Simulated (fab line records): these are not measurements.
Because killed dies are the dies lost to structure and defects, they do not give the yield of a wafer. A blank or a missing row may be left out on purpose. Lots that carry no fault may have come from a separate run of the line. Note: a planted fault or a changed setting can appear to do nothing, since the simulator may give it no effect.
fab line records    flow nandHarc
record lots=5  wafers=15  lastDay=32
route steps=1302 shown P_ZERO_WELL@14 END@1302
lots that met no fault: from a run of the same line without faults
startH: hours from the record's opening day to when the first of the lot's shown wafers began    waitH: hours elapsed since this lot's preceding step    " unchanged from the row above    L1.1+2: one row covering several wafers at once    - no value, or no start given    * or withheld: withheld    < > ~ a bound
route shown NAME@n: a module of which the file shows steps, and the number in the route of the first    usual: mean/standard deviation of fault-free wafers    same: alike in all rows    chamber/n: place in a boat    sites: the reading at each site    _std_site: how widely they spread, as a standard deviation    _edge_site: mean of outer sites minus mean of inner sites    radiusMm: for every site, how far away it sits from the centre of the wafer    mask NAME#n: copy n    behind: the last tool/chamber to shape the wafer    hold: why the lot went on hold/how many hours it stayed there/how the hold came to an end    device: transistor that didn't switch, given as n, p or np    end of line: tests run on the same wafers once the route is complete    a step with no rows: only its recipe    killed: dies lost to structure and defects at the first sort, not the wafer's yield    map: shows each die of a wafer: x if killed, . if not, _ if none is there
set.NAME: the setting as run; set.NAME@STEP: as run at that earlier step    model.NAME: the simulator's own value behind a step, which no gauge read
lots seen at some steps along the route; tables by step, rows by wafer
services: from which hour (startH, from the record's first day; less than 0 if before it) a tool's chamber was out of use, for how many hours, and why
## steps
# step NHARC_P_ZERO_WELL_CD_MEAS_11
# recipe targetCdNm=500  landingEnergyEv=500
# usual cdNm=499.0/2.2
lot.wafer  tool      chamber  startH  waitH  cdNm
L849.4     cdSem-03  0        91.30   -      496.1
L849.5     "         0        "       "      497.9
L849.6     "         0        "       "      495.2
L853.2     cdSem-03  0        131.24  -      502.0
L853.3     "         0        "       "      498.8
L853.5     "         0        "       "      498.7
L855.2     cdSem-01  0        151.13  -      497.8
L855.5     "         0        "       "      498.9
L855.6     "         0        "       "      497.7
L863.1     cdSem-02  0        231.24  -      497.9
L863.3     "         0        "       "      500.7
L863.6     "         0        "       "      498.5
L864.2     cdSem-03  0        241.25  -      496.2
L864.3     "         0        "       "      499.4
L864.6     "         0        "       "      499.4
# step NHARC_P_ZERO_WELL_HARDBAKE_12
# recipe tempC=118  timeS=65
# step NHARC_P_ZERO_WELL_DESCUM_13
# recipe timeS=3  o2FlowSccm=200  arFlowSccm=0  biasPowerW=0  chemistry=O2
# usual drypumpMotorCurrentA=5.7/0.35  oesProductAu=1.001/0.01  rfVppV=57.8/0.92  showerheadPlenumPTorr=1.92/0.077  throttleValvePct=11.311/0.0095
lot.wafer  tool        chamber  startH  waitH  drypumpMotorCurrentA  oesProductAu  rfHoursCounterH  rfVppV  showerheadPlenumPTorr  throttleValvePct
L849.4     rieDiel-12  2        91.48   -      6.0                   0.997         55               57.1    1.78                   11.314
L849.6     "           3        "       "      5.1                   0.985         -                57.7    1.96                   11.306
L849.5     "           0        "       "      5.6                   1.010         -                58.3    1.97                   11.307
L853.3     rieDiel-09  3        131.39  -      5.9                   1.014         51               57.3    1.84                   11.316
L853.2     "           0        "       "      5.2                   1.002         50               57.8    1.92                   11.316
L853.5     "           3        "       "      5.9                   1.021         -                58.3    1.84                   11.306
L855.2     rieDiel-12  3        151.31  -      5.0                   1.020         18               58.3    1.95                   11.331
L855.5     "           0        "       "      5.5                   1.005         -                59.6    1.96                   11.306
L855.6     "           1        "       "      5.5                   0.993         -                57.8    1.84                   11.316
L863.1     rieDiel-09  1        231.40  -      6.2                   1.003         23               57.6    1.99                   11.320
L863.3     "           3        "       "      5.9                   1.022         22               59.1    1.83                   11.326
L863.6     "           0        "       "      5.2                   1.014         -                58.2    1.91                   11.321
L864.2     rieDiel-09  2        241.40  -      5.7                   0.980         26               60.2    2.01                   11.310
L864.3     "           1        "       "      6.2                   0.995         26               57.4    1.99                   11.315
L864.6     "           3        "       "      5.9                   1.011         -                58.3    1.83                   11.311
# step NHARC_P_ZERO_WELL_ETCH_65
# recipe targetDepthA=800  overetchA=240  timeS=87.88  ionEnergyEv=200  n2FlowSccm=150  h2FlowSccm=150  arFlowSccm=0  rfW=400  biasW=150  chemistry=N2/H2
# usual biasW=150.1/0.4  drypumpMotorCurrentA=5.7/0.37  n2FlowSccm=149.9/0.45  oesProductAu=1.002/0.01  rfVppV=430.6/2.4  showerheadPlenumPTorr=2.05/0.081  throttleValvePct=14.172/0.0088
lot.wafer  tool        chamber  startH  waitH  biasW  drypumpMotorCurrentA  n2FlowSccm  oesProductAu  rfHoursCounterH  rfVppV  showerheadPlenumPTorr  throttleValvePct
L849.4     rieDiel-02  2        91.60   0.1    150.4  5.7                   150.1       0.994         12               428.0   1.95                   14.167
L849.5     "           3        "       "      151.3  5.2                   149.9       1.023         -                429.4   1.95                   14.167
L849.6     "           0        "       "      150.5  6.1                   150.3       0.995         -                430.8   2.07                   14.177
L853.2     rieDiel-09  1        131.49  0.1    150.3  6.2                   150.0       1.004         41               433.2   2.13                   14.176
L853.3     "           3        "       "      150.2  5.9                   150.9       1.022         51               427.8   1.96                   14.177
L853.5     "           0        "       "      149.6  5.2                   149.9       1.001         -                428.8   2.05                   14.184
L855.2     rieDiel-12  3        151.42  0.1    150.2  5.1                   150.7       1.016         19               433.9   2.08                   14.174
L855.5     "           3        "       "      149.9  5.1                   150.5       1.013         -                430.8   2.08                   14.169
L855.6     "           0        "       "      149.9  5.6                   150.5       0.994         -                433.0   2.09                   14.175
L863.1     rieDiel-09  1        231.50  0.1    149.3  6.1                   149.4       0.989         23               432.5   2.12                   14.173
L863.3     "           2        "       "      149.8  5.7                   149.7       0.994         22               434.6   2.14                   14.181
L863.6     "           0        "       "      150.1  5.2                   150.0       1.006         -                429.7   2.04                   14.182
L864.3     rieDiel-09  3        241.55  0.1    150.6  5.9                   149.9       1.019         25               426.5   1.95                   14.174
L864.2     "           0        "       "      150.2  5.2                   150.0       1.001         25               430.0   2.03                   14.186
L864.6     "           2        "       "      150.2  5.7                   149.7       0.981         -                432.4   2.14                   14.161
# step NHARC_P_ZERO_WELL_ETCH_62
# recipe targetDepthA=130  timeS=6.5  chf3FlowSccm=50  arFlowSccm=200  rfW=500  biasW=200  chemistry=CHF3/Ar
# usual biasW=200.0/0.54  drypumpMotorCurrentA=5.7/0.34  oesProductAu=0.964/0.017  rfVppV=370.9/2.3  showerheadPlenumPTorr=2.36/0.092  throttleValvePct=20.216/0.0095
lot.wafer  tool        chamber  startH  waitH  biasW  drypumpMotorCurrentA  oesProductAu  rfHoursCounterH  rfVppV  showerheadPlenumPTorr  throttleValvePct
L849.4     rieDiel-09  1        91.68   -      200.7  6.2                   1.002         32               373.6   2.45                   20.210
L849.6     "           1        "       "      200.1  6.1                   0.992         -                373.3   2.45                   20.222
L849.5     "           2        "       "      200.3  5.7                   0.991         -                374.7   2.47                   20.212
L853.3     rieDiel-09  1        -       -      199.6  6.2                   0.980         41               373.0   2.44                   20.204
L853.2     "           3        "       "      199.7  5.9                   0.985         51               368.9   2.26                   20.225
L853.5     "           2        "       "      199.7  5.7                   0.980         -                373.0   2.46                   20.217
L855.2     rieDiel-12  3        -       -      199.1  5.1                   0.944         19               371.3   2.39                   20.220
L855.5     "           1        "       "      199.2  5.5                   0.937         -                369.3   2.26                   20.219
L855.6     "           2        "       "      200.7  6.0                   0.949         -                366.7   2.18                   20.185
L863.3     rieDiel-09  3        -       -      200.4  5.9                   0.954         22               369.2   2.25                   20.223
L863.1     "           0        "       "      200.6  5.2                   0.941         22               370.2   2.34                   20.221
L863.6     "           3        "       "      200.3  5.9                   0.960         -                368.6   2.25                   20.200
L864.3     rieDiel-09  3        -       -      200.5  5.9                   0.953         25               369.0   2.25                   20.224
L864.2     "           1        "       "      199.1  6.2                   0.967         26               372.0   2.43                   20.226
L864.6     "           3        "       "      199.7  5.9                   0.954         -                369.1   2.25                   20.202
# step NHARC_P_ZERO_WELL_ETCH_63
# recipe targetDepthA=1200  timeS=40.1  hbrFlowSccm=150  cl2FlowSccm=50  rfW=400  icpW=400  biasW=100  chemistry=HBr/Cl2
# usual biasW=100.0/0.32  drypumpMotorCurrentA=5.4/0.38  hbrFlowSccm=149.9/0.4  oesProductAu=1.000/0.015  throttleValvePct=26.406/0.0092
lot.wafer  tool      chamber  startH  waitH  biasW  drypumpMotorCurrentA  hbrFlowSccm  oesProductAu  rfHoursCounterH  throttleValvePct
L849.4     rieSi-04  3        91.77   -      100.3  5.4                   150.0        1.002         0.47             26.410
L849.6     "         2        "       "      99.9   5.7                   150.6        0.986         -                26.400
L849.5     "         3        "       "      100.1  5.4                   149.6        1.002         -                26.411
L853.3     rieSi-01  0        131.67  -      99.8   5.7                   150.3        0.981         0.65             26.407
L853.2     "         2        "       "      99.7   6.7                   149.1        0.996         0.71             26.395
L853.5     "         3        "       "      100.0  5.1                   150.1        1.019         -                26.408
L855.2     rieSi-04  2        151.60  -      100.3  5.7                   149.7        0.985         0.88             26.401
L855.5     "         2        "       "      100.3  5.7                   149.6        0.988         -                26.403
L855.6     "         3        "       "      100.5  5.4                   150.4        1.002         -                26.418
L863.3     rieSi-04  1        231.67  -      99.5   5.1                   150.2        1.038         0.39             26.404
L863.1     "         3        "       "      100.0  5.3                   150.2        0.981         0.40             26.408
L863.6     "         2        "       "      99.0   5.7                   150.6        1.013         -                26.378
L864.2     rieSi-04  1        241.71  -      101.0  5.1                   149.6        1.031         0.48             26.397
L864.3     "         0        "       "      99.8   5.4                   150.3        1.008         0.46             26.411
L864.6     "         1        "       "      100.5  5.1                   149.2        1.044         -                26.411
# step NHARC_P_ZERO_WELL_STRIP_15
# recipe timeS=900  tempC=130  chemistry=SPM
# step NHARC_P_ZERO_WELL_DEHYDRATE_16
# recipe tempC=150  timeS=120
# step NHARC_P_ZERO_WELL_HMDS_17
# recipe timeS=30
# step NHARC_P_ZERO_WELL_COAT_18
# recipe spinRpm=withheld
# step NHARC_P_ZERO_WELL_SOFTBAKE_19
# recipe tempC=122  timeS=95
# step NHARC_P_ZERO_WELL_EBR_20
# step NHARC_P_ZERO_WELL_EXPOSE_21
# recipe na=0.6  targetCdNm=720  doseMj=22.31  maskId=P_NWELL
lot.wafer   tool           chamber  startH  waitH  mask
L849.4+5+6  krfScanner-02  0        92.54   -      P_NWELL#0
L853.2+3+5  krfScanner-03  0        132.43  -      P_NWELL_R1#0
L855.2+5+6  krfScanner-02  0        152.25  -      P_NWELL#0
L863.1+3+6  krfScanner-03  0        232.44  -      P_NWELL#0
L864.2+3+6  krfScanner-01  0        242.49  -      P_NWELL#0
# step NHARC_P_ZERO_WELL_PEB_22
# recipe pebTempC=118  pebTimeS=85
# step NHARC_P_ZERO_WELL_DEVELOP_23
# recipe timeS=70
# step NHARC_P_ZERO_WELL_CD_MEAS_24
# recipe targetCdNm=720  landingEnergyEv=500
# usual cdNm=720.2/2.8
lot.wafer  tool      chamber  startH  waitH  cdNm
L849.4     cdSem-02  0        92.69   -      725.1
L849.5     "         0        "       "      722.5
L849.6     "         0        "       "      722.6
L853.2     cdSem-02  0        132.58  -      713.2
L853.3     "         0        "       "      713.5
L853.5     "         0        "       "      712.0
L855.2     cdSem-02  0        152.40  -      717.9
L855.5     "         0        "       "      718.1
L855.6     "         0        "       "      717.8
L863.1     cdSem-03  0        232.59  -      717.5
L863.3     "         0        "       "      722.9
L863.6     "         0        "       "      718.3
L864.2     cdSem-02  0        242.64  -      723.6
L864.3     "         0        "       "      721.0
L864.6     "         0        "       "      721.2
# step NHARC_P_ZERO_WELL_HARDBAKE_25
# recipe tempC=125  timeS=80
# step NHARC_P_ZERO_WELL_DESCUM_26
# recipe timeS=3  o2FlowSccm=200  arFlowSccm=0  biasPowerW=0  chemistry=O2
# usual drypumpMotorCurrentA=5.7/0.35  oesProductAu=1.003/0.011  rfVppV=57.7/0.85  showerheadPlenumPTorr=1.91/0.073  throttleValvePct=11.311/0.008
lot.wafer  tool        chamber  startH  waitH  drypumpMotorCurrentA  oesProductAu  rfHoursCounterH  rfVppV  showerheadPlenumPTorr  throttleValvePct  model.P_ZERO_WELL.cdNm
L849.4     rieDiel-02  0        92.88   -      6.1                   0.997         15               58.1    1.94                   11.311            725.3
L849.6     "           1        "       "      6.0                   1.010         -                59.2    1.97                   11.312            722.4
L849.5     "           2        "       "      5.7                   1.000         -                56.9    1.83                   11.304            723.6
L853.2     rieDiel-12  2        132.75  -      6.0                   1.009         13               58.3    1.77                   11.314            713.9
L853.3     "           0        "       "      5.6                   1.000         10               57.6    1.96                   11.314            713.1
L853.5     "           1        "       "      5.5                   1.003         -                57.0    1.84                   11.313            712.7
L855.2     rieDiel-02  1        152.61  -      6.0                   1.017         36               58.7    1.96                   11.312            718.2
L855.5     "           3        "       "      5.2                   1.009         -                55.9    1.83                   11.311            718.8
L855.6     "           0        "       "      6.1                   1.000         -                58.2    1.93                   11.310            717.7
L863.1     rieDiel-12  0        232.77  -      5.6                   0.986         45               57.9    1.95                   11.314            716.8
L863.3     "           2        "       "      6.0                   1.000         52               58.0    1.76                   11.303            723.5
L863.6     "           3        "       "      5.1                   1.003         -                57.6    1.94                   11.296            719.7
L864.3     rieDiel-09  0        242.83  -      5.2                   1.006         26               57.5    1.91                   11.311            720.5
L864.2     "           1        "       "      6.1                   0.990         26               59.3    1.99                   11.313            722.8
L864.6     "           0        "       "      5.2                   1.001         -                58.3    1.91                   11.316            721.2
# step NHARC_P_ZERO_WELL_IMPLANT_27
# recipe energyKev=600  doseCm2=1e+13  tiltDeg=7
# step NHARC_END_SORT_01
# recipe tempC=25
# usual killedAtArray=52/18  killedAtOther=1.0/1.4  killedAtPeriphery=3.1/2.3  killedDies=56/17  killedOpen=3.0/1.7  killedShort=2.5/1.7
# same grossDies=677
lot.wafer  tool       chamber  startH  waitH  killedAtArray  killedAtOther  killedAtPeriphery  killedDies  killedOpen  killedShort
L849.5     prober-02  0        647.79  3.7    24             0              5                  29          4           1
L849.6     prober-02  0        648.59  4.0    26             1              7                  34          3           2
# killed by level:class
L849.5 A_CHANNEL_HOLE_D2:chamberFilmFlake=8 P_GATE:chamberFilmFlake=3 A_WL_FILL:chamberFilmFlake=3 A_CONTACT:chamberFilmFlake=3 A_M0:geometricParticle:open=2 A_CHANNEL_HOLE_D1:chamberFilmFlake=2 P_CONTACT:geometricParticle:open=1 A_CHANNEL_FILL_D1:geometricParticle:short=1
L849.6 A_CHANNEL_HOLE_D2:chamberFilmFlake=11 A_DECK1_JOINT:chamberFilmFlake=5 P_GATE:chamberFilmFlake=4 P_BONDPAD:chamberFilmFlake=2 A_SLIT:chamberFilmFlake=2 A_WL_FILL:chamberFilmFlake=2 A_SOURCE_PLATE:geometricParticle:open=1 A_SGD_CUT:geometricParticle:short=1
## services
tool           chamber  startH  hours  kind
rieDiel-09     0        73.18   -      clean
rieDiel-09     1        73.18   -      clean
rieDiel-09     2        73.18   -      clean
krfScanner-02  -        94.00   4.0    pm
krfScanner-01  -        96.85   4.5    repair
rieDiel-02     2        97.06   9.3    repair
rieDiel-02     0        108.22  3.7    repair
krfScanner-03  -        127.74  4.0    pm
krfScanner-01  -        140.00  4.0    pm
rieDiel-12     -        141.92  0.6    repair
rieSi-01       -        142.04  0.8    repair
rieDiel-09     -        144.30  0.9    repair
krfScanner-01  -        148.00  2.0    repair
rieSi-04       0        160.27  2.7    repair
rieSi-04       -        165.00  9.0    pm
rieDiel-02     0        173.06  6.3    repair
rieDiel-02     1        175.62  11.2   repair
rieSi-01       -        193.00  9.0    pm
krfScanner-03  -        197.83  2.9    repair
krfScanner-02  -        213.15  18.1   repair
rieDiel-12     1        216.14  10.1   repair
rieDiel-02     -        217.35  9.0    pm
krfScanner-01  -        219.53  0.8    repair
krfScanner-01  -        224.74  6.4    repair
## key
firstSign step=NHARC_P_ZERO_WELL_EXPOSE_21  reading=mask  direction=changed
effect step=NHARC_P_ZERO_WELL_CD_MEAS_24  reading=cdNm  direction=down  sigmas=2.6  usual=720.2  struck=712.9
modelEffect step=NHARC_P_ZERO_WELL_DESCUM_26  value=P_ZERO_WELL.cdNm  without=721.3  struck=713.2
metAt NHARC_P_ZERO_WELL_EXPOSE_21
struckWafers L853.2,L853.3,L853.5
testerLeftOut L853
fault kind=wrongMask  tool=any  chamber=-  onsetH=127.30  steps=NHARC_P_ZERO_WELL_EXPOSE_21  auxCopy=P_NWELL_R1#0  cdOffsetNm=-8.105  scope=struckLotsOnly
# testerLeftOut: of these lots the tester's yield and bins aren't shown, on N5 and GAA mostly nor the transistor test; their killed dies are dies lost to structure and defects alone, not to doping, threshold or leakage, so they don't give the yield
